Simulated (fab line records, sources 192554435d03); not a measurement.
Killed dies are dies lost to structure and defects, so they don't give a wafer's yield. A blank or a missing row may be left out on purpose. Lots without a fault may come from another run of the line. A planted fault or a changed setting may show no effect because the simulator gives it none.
fab line records | flow n5_finfet
record lots=5 wafers=15 last_day=17
route steps=1938 shown BEOL_M7@1320 BEOL_M8@1332 PASSIVATION@1936
lots that met no fault: from a run of the same line without faults
start_h: hours from the record's first day to the start of the lot's first wafer shown | wait_h: hours since the lot's step before | " the same as in the row above | L1.1+2: a row that stands for several wafers | - no value, or no start given | * or withheld: withheld | < > ~ a bound
route shown NAME@n: a module of which the file shows steps, and the number in the route of the first | usual: mean/standard deviation of fault-free wafers | same: alike in all rows | chamber/n: place in a boat | sites: the reading at each site | _std_site: their standard deviation | _edge_site: outer sites' mean less inner sites' | radius_mm: how far each site lies from the wafer's centre | mask NAME#n: copy n | behind: the tool/chamber that last shaped the wafer | hold: why the lot was held/for how many hours/how that ended | device: the transistor (n, p or np) that didn't switch | end of line: the same wafers' tests at the end of the route | a step without rows: its recipe alone | killed: dies lost to structure and defects at the first sort, not the wafer's yield | map: a wafer's dies, x killed, . not, _ none there
set.NAME: the setting as run; set.NAME@STEP: as run at that earlier step | model.NAME: the simulator's own value behind a step, which no gauge read
lots at some steps of the route; a table a step, a row a wafer
services: from which hour (start_h, from the record's first day; less than 0 if before it) a tool's chamber was out of use, for how many hours, and why
## steps
# step N5_BEOL_M7_ALD_77
# recipe material=TaN target_thk_a=20 temp_c=275 ald_precursor_family=PDMAT ald_co_reactant=NH3 pressure_torr=3 carrier_flow_sccm=1500 pulse_time_s=2 purge_time_s=3 co_reactant_purge_time_s=2 co_reactant_pulse_time_s=3 ald_cycles=40 precursor_vessel_temp_c=75 precursor_vessel_pressure_torr=26.25 precursor_vessel_carrier_sccm=1000
# step N5_BEOL_M7_SURFACE_TREAT_79
# recipe gas=Ar time_s=* ion_energy_ev=* ion_current_ma_cm2=0.5 pressure_mtorr=* ar_flow_sccm=30
# step N5_BEOL_M7_CVD_78
# recipe material=Co target_thk_a=20 temp_c=withheld precursor=CCTBA/H2 pressure_torr=30 time_s=142.3
# step N5_BEOL_M7_SPUTTER_48
# recipe material=Cu target_thk_a=100 temp_c=-20 bias_v=60 power_w=26000 chamber_pressure_pa=0.13 time_s=1.667
# step N5_BEOL_M7_ECD_50
# recipe material=Cu target_thk_a=3000
# step N5_BEOL_M7_ANNEAL_51
# recipe temp_c=225 time_s=90 ambient=N2
# step N5_BEOL_M7_CMP_52
# recipe stop_on=SiCOH_lowk t_overpolish_s=6.9 down_force_psi=1 platen_rpm=50 clearing_platen_down_force_psi=1.5 clearing_platen_rpm=50 post_cmp_clean=cu_alkaline target_thk_nm=80 clearing_platen_pad_velocity_m_s=0.99484 pad_velocity_m_s=0.99484
# step N5_BEOL_M7_PRE_CLEAN_55
# recipe gas=NH3 time_s=15 temp_c=withheld rf_power_w=300
# step N5_BEOL_M7_DEP_56
# recipe material=SiCN target_thk_a=100 temp_c=withheld precursor=3MS/NH3 pressure_torr=3 rf_w=202 time_s=17.5
# step N5_BEOL_M8_ILD_DEP_00
# recipe material=SiCOH_lowk target_thk_a=1797.5 temp_c=300 precursor=DEMS/porogen pressure_torr=5 rf_w=500 time_s=33.4
# usual heater_power_w=305/55 showerhead_plenum_p_Torr=5.740/0.019 susceptor_temp_C=299.98/0.18 throttle_valve_pct=13.8/0.81
# columns lot.wafer tool chamber start_h wait_h heater_power_w showerhead_plenum_p_Torr susceptor_temp_C throttle_valve_pct model.SiCOH_lowk_of_BEOL_M8_ILD_DEP_00.thk_nm
L449.2 pecvd-01 0 219.93 0.0 287 5.750 300.26 13.4 178.2
L449.3 " 0 " " 299 5.750 300.09 13.5 179.8
L449.6 " 2 " " 344 5.716 299.87 13.2 181.8
L455.2 pecvd-01 1 262.25 0.0 398 5.765 285.08 14.8 197.8
L455.3 " 2 " " 274 5.717 285.12 13.1 195.2
L455.6 " 2 " " 292 5.716 284.98 13.2 197.6
L456.2 pecvd-01 2 267.26 0.0 293 5.710 285.11 13.4 196
L456.4 " 0 " " 248 5.756 285.24 13.5 197.6
L456.6 " 1 " " 360 5.781 285.00 14.8 202
L457.2 pecvd-01 0 284.21 0.0 231 5.752 285.10 13.3 194.2
L457.4 " 2 " " 327 5.719 285.10 13.3 199
L457.6 " 1 " " 367 5.773 285.10 14.9 202.6
L465.1 pecvd-02 2 332.34 0.0 290 5.733 299.84 13.4 176.8
L465.4 " 2 " " 292 5.758 299.80 13.7 180.6
L465.5 " 0 " " 341 5.774 300.10 14.8 180.4
# step N5_BEOL_M8_CURE_74
# recipe temp_c=385 time_s=240 ambient=He/Ar material=SiCOH_lowk
# step N5_BEOL_M8_THK_MEAS_01
# recipe reads=SiCOH_lowk_of_BEOL_M8_ILD_DEP_00
# usual M8_ILD_THK=154.7/2.3
# columns lot.wafer tool chamber start_h wait_h M8_ILD_THK[nm]
L449.2 film_metro-02 - 220.53 0.4 153.5
L449.3 " - " " 155.1
L449.6 " - " " 156.7
L455.2 film_metro-01 - 262.83 0.4 170.7
L455.3 " - " " 168.4
L455.6 " - " " 170.6
L456.2 film_metro-02 - 267.84 0.4 169.0
L456.4 " - " " 170.5
L456.6 " - " " 174.5
L457.2 film_metro-01 - 284.79 0.4 167.6
L457.4 " - " " 171.7
L457.6 " - " " 174.9
L465.1 film_metro-01 - 332.92 0.4 152.3
L465.4 " - " " 155.8
L465.5 " - " " 155.6
# step N5_BEOL_M8_PECVD_70
# recipe material=SiO2 target_thk_a=200 temp_c=400 precursor=TEOS/O2 pressure_torr=5.5 rf_w=450 teos_flow_sccm=53.8 gas=O2 flow_sccm=3000 time_s=22.7
# step N5_BEOL_M8_HM_DEP_02
# recipe material=TiN target_thk_a=200 temp_c=25 chamber_pressure_pa=0.49996
# step N5_BEOL_M8_COAT_59
# recipe resist=SOC temp_c=250 time_s=60 spin_rpm=1500 resist_thk_nm=100
# step N5_BEOL_M8_COAT_60
# recipe resist=SiARC temp_c=220 time_s=60 spin_rpm=1500 resist_thk_nm=35
# step N5_BEOL_M8_COAT_05
# recipe resist=CAR-ArF spin_rpm=1500 resist_thk_nm=90
# step N5_BEOL_M8_EBR_07
# recipe solvent=PGMEA ebr_width_mm=1.5
# step N5_BEOL_M8_SOFTBAKE_06
# recipe temp_c=110 time_s=60 resist=CAR-ArF
# step N5_BEOL_M8_EXPOSE_08
# recipe mask_id=M8 na=1.35 source_shape=dipole sigma_inner=0.817 sigma_outer=0.97 polarization=te dose_mj=68.25
# step N5_BEOL_M8_PEB_09
# recipe peb_temp_c=withheld peb_time_s=60 resist=CAR-ArF
# step N5_BEOL_M8_DEVELOP_10
# recipe develop_time_s=30 developer=TMAH resist=CAR-ArF rinse_liquid=diw dry=air_spin dev_temp_c=23
# step N5_BEOL_M8_DESCUM_16
# recipe chemistry=O2 time_s=7.9 source_power_w=50 bias_power_w=20 pressure_mtorr=20 rf_frequency_hz=2.712e+07 temp_c=40 resist=CAR-ArF o2_flow_sccm=225
# step N5_BEOL_M8_ETCH_61
# recipe chemistry=CF4 target=SiARC target_depth_a=455 mask_material=CAR-ArF time_s=75.8 ion_energy_ev=80 pressure_mtorr=40 source_w=545 bias_w=36 Ar_flow_sccm=100 cf4_flow_sccm=100 ends=cleared
# step N5_BEOL_M8_ETCH_62
# recipe chemistry=N2/H2 target=SOC target_depth_a=1100 overetch_a=220 mask_material=SiARC temp_c=40 time_s=165 ion_energy_ev=200 pressure_mtorr=30 source_w=840 bias_w=150 n2_flow_sccm=200 h2_flow_sccm=200
# step N5_BEOL_M8_STRIP_68
# recipe chemistry=N2/H2 temp_c=40 n2_flow_sccm=200 h2_flow_sccm=200 rf_frequency_hz=6e+07
# step N5_BEOL_M8_STRIP_67
# recipe chemistry=CF4 resist=SiARC power_w=300 bias_power_w=75 pressure_mtorr=50 cf4_flow_sccm=150 rf_frequency_hz=6e+07
# step N5_BEOL_M8_HM_OPEN_17
# recipe chemistry=Cl2/BCl3 target_depth_a=200 overetch_a=60 target=TiN mask_material=SOC ion_energy_ev=150 pressure_mtorr=10 icp_w=1000 bias_w=126 Cl2_flow_sccm=53.25 bcl3_flow_sccm=21.75 Ar_flow_sccm=25
# step N5_BEOL_M8_STRIP_19
# recipe chemistry=O2 power_w=400 temp_c=40 pressure_mtorr=30 rf_frequency_hz=6e+07 bias_power_w=0 overash_fraction=0.2 o2_flow_sccm=225
# step N5_BEOL_M8_COAT_63
# recipe resist=SOC temp_c=250 time_s=60 spin_rpm=1500 resist_thk_nm=60
# step N5_BEOL_M8_COAT_64
# recipe resist=SiARC temp_c=220 time_s=60 spin_rpm=1500 resist_thk_nm=12
# step N5_BEOL_M8_COAT_71
# recipe resist=underlayer temp_c=205 time_s=60 spin_rpm=1500 resist_thk_nm=5
# step N5_BEOL_M8_COAT_22
# recipe resist=CAR-EUV spin_rpm=1500 resist_thk_nm=30
# step N5_BEOL_M8_EBR_24
# recipe solvent=PGMEA ebr_width_mm=1.5
# step N5_BEOL_M8_SOFTBAKE_23
# recipe temp_c=110 time_s=60 resist=CAR-EUV
# step N5_BEOL_M8_CMP_52
# recipe stop_on=SiCOH_lowk t_overpolish_s=6.9 down_force_psi=1 platen_rpm=50 clearing_platen_down_force_psi=1.5 clearing_platen_rpm=50 post_cmp_clean=cu_alkaline target_thk_nm=80 clearing_platen_pad_velocity_m_s=0.99484 pad_velocity_m_s=0.99484
# usual motor_current_A=6.5/0.7 slurry_flow_ml_min=150.1/0.41
# columns lot.wafer tool chamber start_h wait_h motor_current_A slurry_flow_ml_min model.SiCOH_lowk_of_BEOL_M8_ILD_DEP_00.thk_nm
L449.3 cmp-01 1 227.44 0.3 6.0 150.0 152
L449.2 " 2 " " 6.2 150.4 150.6
L449.6 " 1 " " 6.2 149.8 153.8
L455.3 cmp-01 3 269.62 0.2 6.9 150.2 165.4
L455.2 " 0 " " 6.0 150.3 167.8
L455.6 " 2 " " 6.4 150.1 167.6
L456.2 cmp-01 0 276.29 0.2 6.0 149.7 166.2
L456.4 " 2 " " 6.4 150.1 167.6
L456.6 " 0 " " 5.9 149.8 171.4
L457.4 cmp-03 2 292.53 0.1 6.9 150.2 168.8
L457.2 " 1 " " 6.7 150.1 164.6
L457.6 " 2 " " 7.2 150.8 172
L465.1 cmp-03 0 340.21 0.3 7.7 150.4 149.4
L465.4 " 2 " " 7.3 150.2 152.8
L465.5 " 0 " " 7.4 149.8 152.6
# step N5_PASSIVATION_PROBE_49
# usual defect_limited_yield=91.1/1.3 killed_at_M0_to_M3=35/11 killed_at_M4_up=13/5.4 killed_at_contacts=14/6.5 killed_at_front_end=41/11 killed_at_other=4/3.1 killed_dies=106/15 killed_on_rim=14/3.7 killed_open=69/12 killed_short=35/7 sort_bin_5_function=5.2/0.86 sort_bin_6_memory=3.4/0.64 sort_n_pass=1074/15 sort_yield_pct=91.0/1.3
# same gross_dies=1180 killed_at_back_side=0 sort_bin_4_leakage[%]=0 sort_bin_8_speed[%]=0
# columns lot.wafer tool chamber start_h wait_h defect_limited_yield[%] killed_at_M0_to_M3 killed_at_M4_up killed_at_contacts killed_at_front_end killed_at_other killed_dies killed_on_rim killed_open killed_short sort_bin_5_function[%] sort_bin_6_memory[%] sort_n_pass sort_yield_pct[%]
L449.2 prober-01 - 293.49 0.1 91.6 46 8 15 28 2 99 21 64 34 4.7 3.1 1081 91.6
L449.3 prober-01 - 293.54 0.1 91.7 40 16 12 30 0 98 14 65 29 4.5 3.6 1082 91.7
L449.6 prober-01 - 293.69 0.3 92.6 37 7 22 19 2 87 15 55 31 4.0 3.1 1093 92.6
# killed by level:class
L449.2 MOL_CONTACT_COAG:geometric_particle:open=12 BEOL_M1:geometric_particle:open=9 FIN_SAQP:geometric_particle:open=8 BEOL_M3:geometric_particle:open=8 BEOL_M3:geometric_particle:short=7 BEOL_M2:geometric_particle:open=6 GATE_CUT:geometric_particle:short=5 BEOL_M0_SAQP:geometric_particle:open=5
L449.3 MOL_CONTACT_COAG:geometric_particle:open=11 BEOL_M0_SAQP:geometric_particle:open=11 STI_FIN_REVEAL:geometric_particle:open=8 BEOL_M0_SAQP:geometric_particle:short=7 DUMMY_GATE:geometric_particle:open=6 BEOL_M3:geometric_particle:open=6 BEOL_M3:geometric_particle:short=6 BEOL_M2:geometric_particle:open=5
L449.6 MOL_CONTACT_COAG:geometric_particle:open=17 BEOL_M0_SAQP:geometric_particle:short=10 BEOL_M3:geometric_particle:short=7 DUMMY_GATE:geometric_particle:open=5 MOL_CONTACT_COAG:geometric_particle:short=5 BEOL_M0_SAQP:geometric_particle:open=4 BEOL_M1:geometric_particle:open=4 BEOL_M2:geometric_particle:open=4
## services
# columns tool chamber start_h hours kind
pecvd-01 - 214.89 2.5 repair
cmp-01 - 244.66 2.3 repair
cmp-03 - 285.31 2.6 repair
pecvd-01 2 307.36 4.2 repair
cmp-03 - 332.12 1.7 repair
pecvd-02 0 336.68 2.1 scheduled_down
## key
first_sign step=N5_BEOL_M8_ILD_DEP_00 reading=susceptor_temp_C direction=down sigmas=81 usual=* struck=*
effect step=N5_BEOL_M8_THK_MEAS_01 reading=M8_ILD_THK direction=up sigmas=6.9 usual=154.7 struck=170.9
model_effect step=N5_BEOL_M8_ILD_DEP_00 value=SiCOH_lowk_of_BEOL_M8_ILD_DEP_00.thk_nm without=181.5 struck=198
model_effect step=N5_BEOL_M8_CMP_52 value=SiCOH_lowk_of_BEOL_M8_ILD_DEP_00.thk_nm without=153.5 struck=167.9
met_at N5_BEOL_M8_ILD_DEP_00
struck_wafers L455.2,L455.3,L455.6,L456.2,L456.4,L456.6,L457.2,L457.4,L457.6
rows_end L456.2,L456.4,L456.6
onset_between 219.93 262.25
fault kind=process_parameter_drift tool=pecvd-01 chamber=- onset_h=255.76 steps=N5_BEOL_M8_ILD_DEP_00 channel=temp_c offset=* shape=step acts_in=* stated=*
# rows_end: these wafers met a further fault down the route, and their rows from its step on are left out
